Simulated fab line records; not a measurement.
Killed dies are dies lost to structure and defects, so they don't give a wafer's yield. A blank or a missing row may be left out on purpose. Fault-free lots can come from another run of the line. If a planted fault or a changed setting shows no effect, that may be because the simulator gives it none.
fab line records	flow n5-finfet
[record] lots = 6	wafers = 16	last-day = 18
route steps=1938 shown MOL_CONTACT_COAG@604 BEOL_M4@1111 PASSIVATION@1936
lots with no fault: from the same line, run without faults
start-h: hours from the record's opening day to when the first of the lot's shown wafers began	wait-h: how many hours have passed since the lot's step before this one	" as in the row above	L1.1+2: several wafers, shown together as one row	- no value, or no start was given	* or withheld: withheld	< > ~ a bound
route shown NAME@n: NAME is a module with steps in the file, n the number in the route of the first one	usual: average and standard deviation across the fault-free wafers	same: alike in all rows	chamber/n: place in a boat	sites: the reading at each site	_std_site: the values' standard deviation	_edge_site: inner sites' mean taken away from outer sites' mean	radius-mm: how far each site lies from the wafer's centre	mask NAME#n: copy n	behind: the last tool/chamber to shape the wafer	hold: cause of the lot's hold/its duration in hours/its outcome	device: which transistor (n, p or np) failed to switch	end of line: tests of these same wafers at the route's end	where a step has no rows: the recipe by itself	killed: dies lost to structure and defects at the first sort, not the wafer's yield	map: the dies of a wafer, with x for killed, . for not killed, _ for no die there
set.NAME: the setting as run; set.NAME@STEP: as run at that earlier step	model.NAME: the simulator's own value behind a step, which no gauge read
lots at some steps of the route; a table a step, a row a wafer
services: the hour from which a tool's chamber was out of use, counted from the record's first day as start-h (under 0 if before that day), plus the number of hours and why
[[steps]]
[step N5_MOL_CONTACT_COAG_INSPECT_42]
[recipe] mode = adi	inspect-instrument = brightfield
[usual] raw-defect-count = 232/57
lot.wafer	tool	chamber	start-h	wait-h	raw-defect-count
L761.2	defect-inspect-02	-	128.19	0.0	194
L761.4	"	-	"	"	183
L761.5	"	-	"	"	217
L767.2	defect-inspect-02	-	158.85	0.0	239
L767.4	"	-	"	"	262
L767.5	"	-	"	"	207
L769.1	defect-inspect-02	-	171.83	0.1	244
L769.3	"	-	"	"	202
L773.3	defect-inspect-01	-	198.44	0.0	196
L773.5	"	-	"	"	209
L779.4	defect-inspect-01	-	233.57	0.0	249
L779.5	"	-	"	"	201
L779.6	"	-	"	"	152
L780.1	defect-inspect-01	-	241.58	0.1	228
L780.3	"	-	"	"	268
L780.5	"	-	"	"	179
[step N5_MOL_CONTACT_COAG_DESCUM_45]
[recipe] chemistry = O2	time-s = 7	source-power-w = 50	bias-power-w = 20	pressure-mtorr = 20	rf-frequency-hz = 2.712e+07	temp-c = 40	resist = CAR-EUV	o2-flow-sccm = 225
[step N5_MOL_CONTACT_COAG_ETCH_65]
[recipe] chemistry = N2/H2	target = underlayer	target-depth-a = 130	mask-material = CAR-EUV	time-s = 10.4	ion-energy-ev = 200	pressure-mtorr = 30	source-w = 840	bias-w = 150	n2-flow-sccm = 200	h2-flow-sccm = 200	ends = cleared
[usual] drypump-motor-current-A = 5.8/0.42	etch-rf-on-time-s = 10.49/0.22	oes-product-au = 0.67/0.08	rf-vpp-V = 524.3/3	showerhead-plenum-p-Torr = 2.56/0.11	throttle-valve-pct = 17.79/0.22
lot.wafer	tool	chamber	start-h	wait-h	drypump-motor-current-A	etch-rf-on-time-s	oes-product-au	rf-hours-counter-h	rf-vpp-V	showerhead-plenum-p-Torr	throttle-valve-pct
L761.2	rie-diel-03	2	128.32	0.0	5.9	10.93	0.59	219	519.9	2.40	17.61
L761.4	"	3	"	"	5.5	10.57	0.84	2	522.0	2.48	17.60
L761.5	"	2	"	"	5.8	11.04	0.59	-	520.1	2.40	17.62
L767.2	rie-diel-03	2	158.92	0.0	5.9	10.87	0.58	229	521.0	2.39	17.63
L767.4	"	0	"	"	5.8	10.74	0.60	207	525.0	2.62	17.43
L767.5	"	1	"	"	5.8	10.44	0.75	-	525.3	2.61	18.03
L769.1	rie-diel-05	0	172.28	0.0	6.6	10.53	0.69	101	526.6	2.68	17.94
L769.3	"	1	"	"	5.6	10.58	0.60	204	519.0	2.41	17.82
L773.3	rie-diel-05	3	198.51	0.0	5.7	10.23	0.60	223	522.0	2.51	17.77
L773.5	"	1	"	"	5.6	10.67	0.59	-	519.1	2.41	17.82
L779.4	rie-diel-05	0	233.64	0.0	6.6	10.49	0.67	125	528.0	2.67	17.99
L779.5	"	2	"	"	5.1	10.33	0.74	-	527.4	2.72	17.58
L779.6	"	1	"	"	5.6	10.76	0.58	-	521.4	2.40	17.85
L780.1	rie-diel-05	0	241.66	0.0	6.6	10.51	0.67	128	526.3	2.67	17.98
L780.3	"	2	"	"	5.1	10.41	0.73	41	528.4	2.72	17.59
L780.5	"	0	"	"	6.6	10.46	0.68	-	527.3	2.67	18.01
[step N5_MOL_CONTACT_COAG_ETCH_66]
[recipe] chemistry = CF4	target = SiARC	target-depth-a = 130	mask-material = CAR-EUV	time-s = 21.7	ion-energy-ev = 80	pressure-mtorr = 40	source-w = 545	bias-w = 36	Ar_flow_sccm = 100	cf4-flow-sccm = 100	ends = cleared
[usual] drypump-motor-current-A = 5.8/0.42	etch-rf-on-time-s = 21.9/0.47	mfc-ar-sccm = 100.0/0.46	oes-product-au = 0.67/0.081	rf-vpp-V = 184.2/1.4	showerhead-plenum-p-Torr = 2.16/0.086	throttle-valve-pct = 15.57/0.21
lot.wafer	tool	chamber	start-h	wait-h	drypump-motor-current-A	etch-rf-on-time-s	mfc-ar-sccm	oes-product-au	rf-hours-counter-h	rf-vpp-V	showerhead-plenum-p-Torr	throttle-valve-pct
L761.2	rie-diel-03	2	128.34	0.0	5.9	22.5	99.9	0.59	219	182.9	2.04	15.60
L761.4	"	3	"	"	5.5	21.6	100.1	0.84	2	182.4	2.11	15.52
L761.5	"	2	"	"	5.9	22.8	99.9	0.59	-	182.2	2.04	15.62
L767.2	rie-diel-03	2	158.94	0.0	5.8	22.4	100.3	0.59	230	181.3	2.04	15.63
L767.4	"	0	"	"	5.8	22.3	99.6	0.60	207	186.1	2.21	15.39
L767.5	"	1	"	"	5.8	21.5	99.9	0.75	-	184.9	2.17	15.50
L769.1	rie-diel-05	0	172.30	0.0	6.6	22.2	99.2	0.69	101	185.3	2.26	15.68
L769.3	"	1	"	"	5.6	22.6	100.1	0.59	204	183.7	2.03	15.61
L773.3	rie-diel-05	3	198.53	0.0	5.7	21.5	99.9	0.60	223	183.3	2.11	15.67
L773.5	"	1	"	"	5.6	22.3	100.0	0.59	-	182.9	2.03	15.62
L779.4	rie-diel-05	0	233.66	0.0	6.6	21.9	99.9	0.67	125	185.4	2.25	15.74
L779.5	"	2	"	"	5.1	21.6	100.0	0.74	-	185.2	2.28	15.28
L779.6	"	1	"	"	5.6	22.8	99.6	0.57	-	183.4	2.03	15.65
L780.1	rie-diel-05	0	241.68	0.0	6.6	21.8	100.0	0.67	128	186.6	2.25	15.75
L780.3	"	2	"	"	5.1	21.3	100.2	0.75	41	187.3	2.28	15.28
L780.5	"	0	"	"	6.6	21.8	100.3	0.67	-	183.5	2.25	15.76
[step N5_MOL_CONTACT_COAG_ALD_133]
[recipe] material = SiO2	target-thk-a = 50	temp-c = 100	ald-precursor-family = BDEAS	ald-co-reactant = O2-plasma	pulse-time-s = 1	co-reactant-pulse-time-s = 1	purge-time-s = 2	co-reactant-purge-time-s = 2	ald-cycles = 35	pressure-torr = 2
[step N5_MOL_CONTACT_COAG_ETCHBACK_134]
[recipe] chemistry = CHF3	target = SiO2	target-depth-a = 100	time-s = 6.7	ion-energy-ev = 200	pressure-mtorr = 30	source-w = 610	bias-w = 170	Ar_flow_sccm = 200	CHF3_flow_sccm = 50
[step N5_MOL_CONTACT_COAG_ETCH_67]
[recipe] chemistry = N2/H2	target = SOC	target-depth-a = 600	overetch-a = 210	mask-material = SiARC	temp-c = 40	time-s = 101.2	ion-energy-ev = 200	pressure-mtorr = 30	source-w = 840	bias-w = 150	n2-flow-sccm = 200	h2-flow-sccm = 200
[usual] drypump-motor-current-A = 5.8/0.43	oes-product-au = 0.67/0.076	rf-vpp-V = 524.4/3	showerhead-plenum-p-Torr = 2.56/0.1	throttle-valve-pct = 17.78/0.22
[same] time-s = 101.2
lot.wafer	tool	chamber	start-h	wait-h	drypump-motor-current-A	oes-product-au	rf-hours-counter-h	rf-vpp-V	showerhead-plenum-p-Torr	throttle-valve-pct
L761.2	rie-diel-03	3	129.01	0.0	5.6	0.83	2	524.1	2.48	17.58
L761.4	"	2	"	"	5.9	0.59	219	519.7	2.40	17.57
L761.5	"	1	"	"	5.7	0.76	-	525.1	2.62	17.96
L767.2	rie-diel-05	2	159.23	0.0	5.1	0.77	12	529.2	2.73	17.52
L767.4	"	1	"	"	5.6	0.60	199	519.5	2.42	17.78
L767.5	"	2	"	"	5.1	0.78	-	528.2	2.73	17.51
L769.1	rie-diel-05	1	172.61	0.0	5.6	0.60	204	520.6	2.41	17.78
L769.3	"	2	"	"	5.1	0.76	17	529.0	2.73	17.53
L773.3	rie-diel-05	1	198.82	0.0	5.6	0.59	213	520.0	2.41	17.81
L773.5	"	2	"	"	5.1	0.75	-	528.2	2.72	17.54
L779.4	rie-diel-03	1	233.99	0.0	5.8	0.70	-	524.2	2.60	18.04
L779.5	"	3	"	"	5.6	0.74	-	521.9	2.46	17.65
L779.6	"	0	"	"	5.8	0.58	-	524.9	2.60	17.45
L780.1	rie-diel-04	1	241.97	0.0	6.1	0.69	87	525.0	2.58	17.67
L780.3	"	0	"	"	6.4	0.79	7	526.6	2.58	17.99
L780.5	"	1	"	"	6.1	0.68	-	524.1	2.58	17.69
[step N5_MOL_CONTACT_COAG_STRIP_68]
[recipe] chemistry = N2/H2	temp-c = 40	n2-flow-sccm = 200	h2-flow-sccm = 200	rf-frequency-hz = 6e+07
[step N5_MOL_CONTACT_COAG_STRIP_69]
[recipe] chemistry = N2/H2	temp-c = 40	n2-flow-sccm = 200	h2-flow-sccm = 200	rf-frequency-hz = 6e+07
[step N5_MOL_CONTACT_COAG_ETCHBACK_136]
[recipe] chemistry = CHF3	target = SiO2	target-depth-a = 250	time-s = 16.7	ion-energy-ev = 200	pressure-mtorr = 30	source-w = 610	bias-w = 170	Ar_flow_sccm = 200	CHF3_flow_sccm = 50
[usual] drypump-motor-current-A = 5.8/0.43	mfc-ar-sccm = 200.0/0.71	oes-product-au = 0.79/0.094	rf-vpp-V = 526/10	showerhead-plenum-p-Torr = 2.40/0.093	throttle-valve-pct = 18.67/0.23
[same] time-s = 16.7
lot.wafer	tool	chamber	start-h	wait-h	drypump-motor-current-A	mfc-ar-sccm	oes-product-au	rf-hours-counter-h	rf-vpp-V	showerhead-plenum-p-Torr	throttle-valve-pct
L761.2	rie-diel-03	3	129.10	0.0	5.5	199.2	0.97	2	503	2.34	18.65
L761.4	"	2	"	"	5.9	200.3	0.69	219	508	2.27	18.64
L761.5	"	1	"	"	5.8	199.9	0.91	-	530	2.41	18.65
L767.2	rie-diel-05	2	159.32	0.0	5.1	200.7	0.92	12	515	2.55	18.36
L767.4	"	1	"	"	5.6	200.8	0.71	199	530	2.26	18.67
L767.5	"	2	"	"	5.1	199.6	0.93	-	517	2.55	18.38
L769.1	rie-diel-05	1	172.70	0.0	5.6	200.0	0.70	204	531	2.26	18.68
L769.3	"	2	"	"	5.1	200.2	0.91	17	518	2.54	18.38
L773.3	rie-diel-05	1	198.91	0.0	5.6	200.1	0.70	213	530	2.26	18.69
L773.5	"	2	"	"	5.1	200.0	0.89	-	517	2.54	18.39
L779.4	rie-diel-03	1	234.05	0.0	5.8	198.7	0.83	-	530	2.40	18.71
L779.5	"	3	"	"	5.5	200.9	0.90	-	505	2.33	18.71
L779.6	"	0	"	"	5.8	199.9	0.69	-	536	2.45	18.45
L780.1	rie-diel-04	1	242.06	0.0	6.1	201.2	0.83	87	528	2.40	18.54
L780.3	"	0	"	"	6.4	199.8	0.94	7	510	2.45	19.06
L780.5	"	1	"	"	6.1	200.0	0.83	-	527	2.40	18.54
[step N5_MOL_CONTACT_COAG_STRIP_120]
[recipe] chemistry = CHF3	resist = SiARC	rf-frequency-hz = 6e+07
[step N5_MOL_CONTACT_COAG_VIA_ETCH_117]
[recipe] chemistry = C4F6/O2	target-depth-a = 400	overetch-a = 80	mask-material = SOC	target = SiO2	bias-w = 455	pressure-mtorr = 10	time-s = 26	source-w = 325	Ar_flow_sccm = 300	C4F6_flow_sccm = 10	O2_flow_sccm = 10	ion-energy-ev = 575.3	ends = end-point
[usual] O2_flow_sccm = 10.00/0.03	drypump-motor-current-A = 5.8/0.43	mfc-ar-sccm = 299.9/0.8	oes-product-au = 0.71/0.08	rf-vpp-V = 1592/29	showerhead-plenum-p-Torr = 2.86/0.11	throttle-valve-pct = 41.0/0.51
lot.wafer	tool	chamber	start-h	wait-h	O2_flow_sccm	drypump-motor-current-A	mfc-ar-sccm	oes-product-au	rf-hours-counter-h	rf-vpp-V	showerhead-plenum-p-Torr	throttle-valve-pct
L761.2	rie-diel-03	3	129.13	0.0	9.99	5.5	299.5	0.87	2	1531	2.79	40.8
L761.4	"	2	"	"	10.00	5.8	300.7	0.64	219	1542	2.71	40.7
L761.5	"	1	"	"	10.00	5.8	301.4	0.81	-	1603	2.87	40.8
L767.2	rie-diel-05	2	159.36	0.0	10.00	5.1	299.6	0.82	12	1569	3.04	40.9
L767.4	"	1	"	"	9.98	5.6	298.8	0.64	199	1606	2.70	40.6
L767.5	"	2	"	"	10.02	5.1	300.3	0.84	-	1568	3.04	40.9
L769.1	rie-diel-05	1	172.73	0.0	9.98	5.6	298.4	0.64	204	1604	2.70	40.6
L769.3	"	2	"	"	10.07	5.1	299.5	0.82	17	1568	3.04	40.9
L773.3	rie-diel-05	1	198.95	0.0	9.97	5.6	299.1	0.63	213	1606	2.69	40.6
L773.5	"	2	"	"	10.00	5.1	299.5	0.80	-	1566	3.03	40.9
L779.4	rie-diel-03	1	234.09	0.0	9.99	5.8	299.4	0.75	-	1603	2.86	40.8
L779.5	"	3	"	"	10.10	5.5	300.1	0.80	-	1529	2.78	40.9
L779.6	"	0	"	"	9.99	5.8	299.4	0.63	-	1622	2.92	40.3
L780.1	rie-diel-04	1	242.10	0.0	9.98	6.1	298.8	0.72	87	1597	2.87	41.0
L780.3	"	0	"	"	9.97	6.4	300.9	0.84	7	1548	2.92	42.3
L780.5	"	1	"	"	10.04	6.1	299.2	0.73	-	1598	2.87	41.0
[step N5_MOL_CONTACT_COAG_ETCH_124]
[recipe] chemistry = CH3F/O2	target = SiNx	target-depth-a = 65	mask-material = SOC	stop-on = SiOC	over-etch-frac = 0.3	ion-energy-ev = 120	pressure-mtorr = 30	source-w = 395	bias-w = 73	Ar_flow_sccm = 150	CH3F_flow_sccm = 30	O2_flow_sccm = 20	ends = end-point
[usual] O2_flow_sccm = 20.00/0.061	drypump-motor-current-A = 5.8/0.44	mfc-ar-sccm = 150.0/0.52	oes-product-au = 0.68/0.078	rf-vpp-V = 298/5.9	showerhead-plenum-p-Torr = 2.01/0.08	throttle-valve-pct = 16.27/0.23
lot.wafer	tool	chamber	start-h	wait-h	O2_flow_sccm	drypump-motor-current-A	mfc-ar-sccm	oes-product-au	rf-hours-counter-h	rf-vpp-V	showerhead-plenum-p-Torr	throttle-valve-pct	model.SOC_of_MOL_CONTACT_COAG_COAT_62.thk-nm	model.etch.depth-nm
L761.2	rie-diel-03	3	129.16	0.0	19.90	5.5	150.5	0.83	2	286	1.97	16.21	48.4	4.993
L761.4	"	2	"	"	20.00	5.8	150.1	0.61	219	289	1.90	16.29	49	4.994
L761.5	"	1	"	"	20.08	5.7	149.8	0.77	-	302	2.03	16.18	48.6	5.024
L767.2	rie-diel-05	2	159.39	0.0	20.08	5.1	149.9	0.79	12	295	2.14	15.93	48.6	4.977
L767.4	"	1	"	"	19.96	5.6	150.5	0.61	199	302	1.90	16.30	48.8	5.004
L767.5	"	2	"	"	20.05	5.1	149.6	0.79	-	293	2.14	15.92	48.8	4.969
L769.1	rie-diel-05	1	172.76	0.0	19.89	5.6	150.0	0.56	204	301	1.90	16.29	49.8	4.324
L769.3	"	2	"	"	19.97	5.1	149.1	0.73	17	293	2.14	15.94	49.6	4.354
L773.3	rie-diel-05	1	198.98	0.0	19.92	5.6	149.9	0.55	213	301	1.89	16.32	49.8	4.297
L773.5	"	2	"	"	19.94	5.1	149.5	0.76	-	292	2.14	15.96	48.6	5.019
L779.4	rie-diel-03	1	234.12	0.0	20.00	5.8	150.1	0.71	-	301	2.01	16.26	48.8	4.981
L779.5	"	3	"	"	19.95	5.5	150.4	0.76	-	286	1.96	16.29	48.4	4.961
L779.6	"	0	"	"	20.10	5.8	150.3	0.59	-	304	2.06	16.07	48.6	4.96
L780.1	rie-diel-04	1	242.13	0.0	19.93	6.1	150.0	0.70	87	299	2.02	16.15	47.8	4.982
L780.3	"	0	"	"	19.92	6.4	149.7	0.81	7	289	2.06	16.56	47.8	4.982
L780.5	"	1	"	"	19.99	6.1	150.2	0.70	-	300	2.02	16.17	47.8	4.979
[step N5_MOL_CONTACT_COAG_ETCH_48]
[recipe] chemistry = C4F6/O2	target-depth-a = 150	overetch-a = 45	mask-material = SOC	target = SiOC	bias-w = 465	pressure-mtorr = 10	time-s = 17	source-w = 335	Ar_flow_sccm = 300	C4F6_flow_sccm = 10	O2_flow_sccm = 10	ion-energy-ev = 576
[usual] O2_flow_sccm = 10.003/0.026	drypump-motor-current-A = 5.8/0.43	mfc-ar-sccm = 300.1/0.92	oes-product-au = 0.66/0.078	rf-vpp-V = 1594/29	showerhead-plenum-p-Torr = 2.86/0.11	throttle-valve-pct = 40.5/0.48
[same] time-s = 17
lot.wafer	tool	chamber	start-h	wait-h	O2_flow_sccm	drypump-motor-current-A	mfc-ar-sccm	oes-product-au	rf-hours-counter-h	rf-vpp-V	showerhead-plenum-p-Torr	throttle-valve-pct	model.SOC_of_MOL_CONTACT_COAG_COAT_62.thk-nm
L761.2	rie-diel-03	3	129.20	0.0	10.018	5.6	299.6	0.84	2	1532	2.79	40.4	45.8
L761.4	"	2	"	"	10.047	5.8	299.2	0.63	219	1544	2.71	40.3	46.4
L761.5	"	1	"	"	10.003	5.8	299.6	0.73	-	1607	2.87	40.3	46
L767.2	rie-diel-05	2	159.43	0.0	10.025	5.1	300.0	0.75	12	1572	3.04	40.5	46
L767.4	"	1	"	"	10.032	5.6	300.1	0.57	199	1609	2.70	40.2	46.2
L767.5	"	2	"	"	9.989	5.1	300.2	0.77	-	1573	3.04	40.4	46.2
L769.1	rie-diel-05	1	172.80	0.0	10.012	5.6	299.7	0.56	204	1608	2.70	40.2	47.2
L769.3	"	2	"	"	10.004	5.1	300.1	0.74	17	1572	3.04	40.5	47
L773.3	rie-diel-05	1	199.02	0.0	10.037	5.6	298.0	0.57	213	1609	2.69	40.2	47.2
L773.5	"	2	"	"	9.988	5.1	299.5	0.73	-	1570	3.03	40.5	46
L779.4	rie-diel-03	1	234.17	0.0	9.990	5.7	300.9	0.66	-	1606	2.86	40.4	46.2
L779.5	"	3	"	"	9.983	5.5	300.1	0.71	-	1531	2.78	40.4	45.6
L779.6	"	0	"	"	9.976	5.8	299.5	0.60	-	1625	2.92	39.8	46
L780.1	rie-diel-04	1	242.17	0.0	9.970	6.1	300.4	0.75	87	1600	2.87	40.6	45.2
L780.3	"	0	"	"	10.057	6.3	300.7	0.79	7	1550	2.92	41.8	45.2
L780.5	"	1	"	"	10.008	6.1	301.3	0.68	-	1600	2.87	40.5	45
[step N5_MOL_CONTACT_COAG_STRIP_72]
[recipe] chemistry = N2/H2	power-w = 450	temp-c = 40	pressure-mtorr = 20	rf-frequency-hz = 6e+07	overash-fraction = 3	bias-power-w = 7	h2-frac = 0.5	n2-flow-sccm = 200	h2-flow-sccm = 200
[step N5_BEOL_M4_RC_MEAS_101]
[usual] DIBL_N = 36.5/1.8	DIBL_P = 36.5/2.1	IOFF_N = 0.17/0.031	IOFF_P = 0.22/0.036	ION_N = 677/11	ION_P = 463/8	SS_N = 71.6/0.61	SS_P = 73.3/0.63	VT_N = 249/3.1	VT_P = -250/3.3
lot.wafer	tool	chamber	start-h	wait-h	DIBL_N[mV/V]	DIBL_P[mV/V]	IOFF_N[nA/um]	IOFF_P[nA/um]	ION_N[uA/um]	ION_P[uA/um]	SS_N[mV/dec]	SS_P[mV/dec]	VT_N[mV]	VT_P[mV]
L761.2	prober-01	0	189.63	0.2	33.7	32.9	0.11	0.16	671	462	70.7	72.9	255	-256
L761.4	"	0	"	"	37.3	36.3	0.16	0.20	679	460	71.9	73.5	249	-250
L761.5	"	0	"	"	35.8	35.9	0.14	0.19	685	463	71.2	73.6	252	-251
L767.2	prober-01	0	236.82	0.2	37.0	35.0	0.18	0.19	673	455	71.6	72.9	248	-253
L767.4	"	0	"	"	37.2	35.3	0.17	0.21	667	444	72.1	73.7	250	-249
L767.5	"	0	"	"	37.5	36.1	0.18	0.21	658	450	71.9	73.6	251	-253
L769.1	prober-01	0	243.41	0.0	36.8	35.4	0.17	0.22	663	456	71.9	73.8	250	-248
L769.3	"	0	"	"	37.3	36.7	0.19	0.25	686	467	72.4	73.6	246	-248
L773.3	prober-01	0	271.77	0.3	36.1	36.4	0.15	0.20	671	461	71.2	72.8	250	-251
L773.5	"	0	"	"	37.0	36.9	0.16	0.21	677	463	71.9	72.8	251	-249
L779.4	prober-02	0	313.24	0.5	37.9	38.7	0.20	0.28	678	472	71.8	73.9	244	-245
L779.5	"	0	"	"	37.9	38.7	0.21	0.28	685	470	71.8	73.9	245	-244
L779.6	"	0	"	"	39.4	40.0	0.22	0.30	688	477	72.4	74.3	244	-244
L780.1	prober-01	0	335.04	0.0	37.1	36.0	0.16	0.22	670	465	72.0	72.9	251	-249
L780.3	"	0	"	"	36.2	33.9	0.13	0.18	651	451	72.0	72.9	257	-254
L780.5	"	0	"	"	37.2	35.9	0.16	0.22	662	454	71.3	73.5	252	-250
[step N5_PASSIVATION_PROBE_49]
[usual] defect-limited-yield = 91.4/1.5	killed_at_M0_to_M3 = 35/11	killed_at_M4_up = 16/7	killed-at-contacts = 11/5.3	killed-at-front-end = 37/11	killed-at-other = 3.1/2.8	killed-dies = 102/18	killed-on-rim = 13/3.7	killed-open = 69/15	killed-short = 31/7.8	sort_bin_5_function = 5.1/1.1	sort_bin_6_memory = 3.2/0.69	sort-n-pass = 1078/18	sort-yield-pct = 91.4/1.5
[same] gross-dies = 1180	killed-at-back-side = 0	sort_bin_4_leakage[%] = 0	sort_bin_8_speed[%] = 0
lot.wafer	tool	chamber	start-h	wait-h	defect-limited-yield[%]	killed_at_M0_to_M3	killed_at_M4_up	killed-at-contacts	killed-at-front-end	killed-at-other	killed-dies	killed-on-rim	killed-open	killed-short	sort_bin_5_function[%]	sort_bin_6_memory[%]	sort-n-pass	sort-yield-pct[%]
L767.2	prober-01	-	337.55	0.1	92.3	20	22	7	41	1	91	10	61	30	4.5	2.7	1089	92.3
L767.4	prober-01	-	337.65	0.2	91.4	37	10	11	38	6	102	14	67	33	4.7	3.7	1078	91.4
L767.5	prober-01	-	337.70	0.2	94.3	23	11	13	18	2	67	10	39	26	3.0	2.4	1113	94.3
L769.3	prober-02	-	352.74	0.1	89.2	51	9	12	54	2	128	19	100	27	6.4	4.4	1052	89.2
L773.3	prober-02	-	380.75	0.1	89.2	41	13	17	44	12	127	22	75	38	6.8	3.5	1053	89.2
// killed by level:class
L767.2 FIN_SAQP:geometric-particle:open=12 BEOL_M4:geometric-particle:open=10 FIN_SAQP:geometric-particle:short=7 BEOL_M2:geometric-particle:open=7 MOL_CONTACT_COAG:geometric-particle:open=4 DUMMY_GATE:geometric-particle:open=3 SPACER0:geometric-particle:short=3 MOL_CONTACT_COAG:geometric-particle:short=3
L767.4 FIN_SAQP:geometric-particle:short=13 MOL_CONTACT_COAG:geometric-particle:open=11 FIN_SAQP:geometric-particle:open=8 BEOL_M2:geometric-particle:open=8 BEOL_M0_SAQP:geometric-particle:open=7 STI_FIN_REVEAL:geometric-particle:open=5 BEOL_M1:geometric-particle:open=5 BEOL_M3:geometric-particle:open=5
L767.5 MOL_CONTACT_COAG:geometric-particle:open=10 FIN_SAQP:geometric-particle:short=5 FIN_SAQP:geometric-particle:open=5 BEOL_M0:geometric-particle:open=4 BEOL_M1:geometric-particle:open=4 BEOL_M2:geometric-particle:short=4 GATE_CUT:geometric-particle:short=3 MOL_CONTACT_COAG:geometric-particle:short=3
L769.3 BEOL_M3:geometric-particle:open=21 STI_FIN_REVEAL:geometric-particle:open=12 BEOL_M0_SAQP:geometric-particle:open=10 MOL_CONTACT_COAG:geometric-particle:open=10 DUMMY_GATE:geometric-particle:open=9 FIN_SAQP:geometric-particle:short=8 BEOL_M2:geometric-particle:open=7 BEOL_M0_SAQP:geometric-particle:short=6
L773.3 FIN_SAQP:geometric-particle:short=14 BEOL_M3:geometric-particle:open=14 MOL_CONTACT_COAG:area-etch=13 BEOL_M2:geometric-particle:open=11 FIN_SAQP:geometric-particle:open=10 STI_FIN_REVEAL:geometric-particle:open=6 MIM_TOP:geometric-particle:short=5 BEOL_M4:geometric-particle:open=5
[[services]]
tool	chamber	start-h	hours	kind
rie-diel-03	-	118.04	2.8	pm
rie-diel-04	2	122.02	1.8	repair
rie-diel-05	0	166.50	3.8	repair
rie-diel-05	3	168.28	4.5	repair
rie-diel-04	3	176.86	-	clean
rie-diel-04	3	176.86	-	consumable-replace:focus-ring
rie-diel-04	3	176.86	19.3	scheduled-down
rie-diel-04	3	176.86	19.3	vent-cycle
rie-diel-03	3	197.84	8.7	repair
rie-diel-04	0	208.14	-	clean
rie-diel-04	0	208.14	-	consumable-replace:focus-ring
rie-diel-04	0	208.14	16.2	scheduled-down
rie-diel-04	0	208.14	16.2	vent-cycle
rie-diel-03	3	214.28	5.1	repair
rie-diel-03	2	219.44	-	clean
rie-diel-03	2	219.44	-	consumable-replace:focus-ring
rie-diel-03	2	219.44	-	consumable-replace:showerhead
rie-diel-03	2	219.44	15.1	scheduled-down
rie-diel-03	2	219.44	15.1	vent-cycle
[[key]]
first-sign none at tools or gauges
[model-effect] step = N5_MOL_CONTACT_COAG_ETCH_124	value = SOC_of_MOL_CONTACT_COAG_COAT_62.thk-nm	without = 48.73	struck = 49.73
[model-effect] step = N5_MOL_CONTACT_COAG_ETCH_48	value = SOC_of_MOL_CONTACT_COAG_COAT_62.thk-nm	without = 46.13	struck = 47.13
met-at N5_MOL_CONTACT_COAG_ETCH_124
struck-wafers L769.1,L769.3,L773.3
onset-between 159.39 172.76
[fault] kind = process-parameter-drift	tool = rie-diel-05	chamber = -	onset-h = 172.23	steps = N5_MOL_CONTACT_COAG_ETCH_124	channel = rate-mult	offset = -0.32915	shape = step	end-h = 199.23	scope = struck-wafers-only
